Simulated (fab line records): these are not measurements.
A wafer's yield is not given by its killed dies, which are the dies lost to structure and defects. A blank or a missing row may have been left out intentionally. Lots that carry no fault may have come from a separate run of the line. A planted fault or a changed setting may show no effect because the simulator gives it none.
Comparing a struck lot with a sound one :: flow nand-harc :: 18 steps out of a route of 1302
Sound: the wafers L801.1, L801.2, L801.6. Wafers struck: L794.4, L794.5, L794.6. At the end, the cause is stated.
At each step with rows: each side's tool, then ch and its chambers, then its first start. Under that, the readings that differ: sound wafers :: struck wafers :: difference of the means :: sigmas: that difference in standard deviations of wafers without a fault.
alike: a reading whose means differ by less than 2 such deviations, as well as words and numbers matching on both sides. not compared: withheld readings; readings where some wafer has no value; bounds like >300 that might hide an equal value; numbers whose values overlap and for which the record gives no deviation.
The two part at a step that has a row with sigmas, a row that says differs or no value, or rows on one side only. Non-overlapping numbers with no deviation appear without sigmas and do not part them. Lack of a reading on every wafer of one side parts them only where that side has two or more wafers.

NHARC_A_ONON_D1_THK_MEAS_34: measures by ellipsometry.
  struck on film-metro-02, day 14 15:32; sound on film-metro-01, day 16 17:01
  alike: thk-nm
NHARC_A_ONON_D1_INSPECT_32:
  struck on defect-inspect-01, day 14 15:37; sound on defect-inspect-02, day 16 17:05
  alike: raw-defect-count
NHARC_A_CHANNEL_HOLE_D1_DEP_00: deposits aC, target thk 3100 nm.
  sound on acl-dep-02 ch 0, day 16 20:04; struck on acl-dep-01 ch 0, day 14 19:02
  alike: throttle-valve-pct
NHARC_A_CHANNEL_HOLE_D1_DEP_01: deposits SiON, target thk 140 nm.
  sound on pecvd-03 ch 1,2, day 16 21:59; struck on pecvd-02 ch 0,1,2, day 14 20:05
reading: heater-power-w (W)
sound: 877 708 895
struck: 640 673 739
difference: -143
sigmas: -2
then, 7 steps without rows for these wafers: NHARC_A_CHANNEL_HOLE_D1_DEHYDRATE_02 (time 120 s); NHARC_A_CHANNEL_HOLE_D1_HMDS_03 (time 30 s); NHARC_A_CHANNEL_HOLE_D1_COAT_36 (time 75 s); NHARC_A_CHANNEL_HOLE_D1_COAT_37 (time 65 s); NHARC_A_CHANNEL_HOLE_D1_COAT_04 (resist thk 90 nm); NHARC_A_CHANNEL_HOLE_D1_SOFTBAKE_05 (time 55 s); NHARC_A_CHANNEL_HOLE_D1_EBR_06.
NHARC_A_CHANNEL_HOLE_D1_EXPOSE_07: exposes mask HOLE D1, target cd 100 nm.
  sound on arfi-scanner-01 ch 0, day 16 22:28; struck on arfi-scanner-03 ch 0, day 14 20:28
reading: model.A_CHANNEL_HOLE_D1.overlay-x-nm (nm)
sound: 0.3039 0.3039 0.3039
struck: 22.95 22.95 22.95
difference: +22.65
sigmas: 
  alike: mask
then, 2 steps without rows for these wafers: NHARC_A_CHANNEL_HOLE_D1_PEB_08 (peb time 65 s); NHARC_A_CHANNEL_HOLE_D1_DEVELOP_09 (develop time 35 s).
NHARC_A_CHANNEL_HOLE_D1_CD_MEAS_10 targets a cd of 100 nm.
  sound on cd-sem-03 ch 0, day 16 22:36; struck on cd-sem-01 ch 0, day 14 20:37
  alike: cd-nm
NHARC_A_CHANNEL_HOLE_D1_OVL_MEAS_11:
  struck on overlay-01, day 14 20:52; sound on overlay-01, day 16 22:41
reading: overlay-x-nm (nm)
sound: -0.2 0.3 0.8
struck: 23.0 22.5 23.5
difference: +22.7
sigmas: +27
  alike: overlay-y-nm
  not compared: hold
NHARC_A_CHANNEL_HOLE_D1_INSPECT_12:
  struck on defect-inspect-02, day 15 00:19; sound on defect-inspect-02, day 16 22:44
reading: hold
sound: - - -
struck: await-dispo/3.4h/release await-dispo/3.4h/release await-dispo/3.4h/release
difference: no value on the sound wafers
sigmas: 
  alike: raw-defect-count
after that, 1 step had no rows for these wafers: NHARC_END_SORT_01.

WHERE THEY PART
Earliest at NHARC_A_CHANNEL_HOLE_D1_DEP_01; latest, in this record, at NHARC_A_CHANNEL_HOLE_D1_INSPECT_12.

WHY: what the simulator had put in
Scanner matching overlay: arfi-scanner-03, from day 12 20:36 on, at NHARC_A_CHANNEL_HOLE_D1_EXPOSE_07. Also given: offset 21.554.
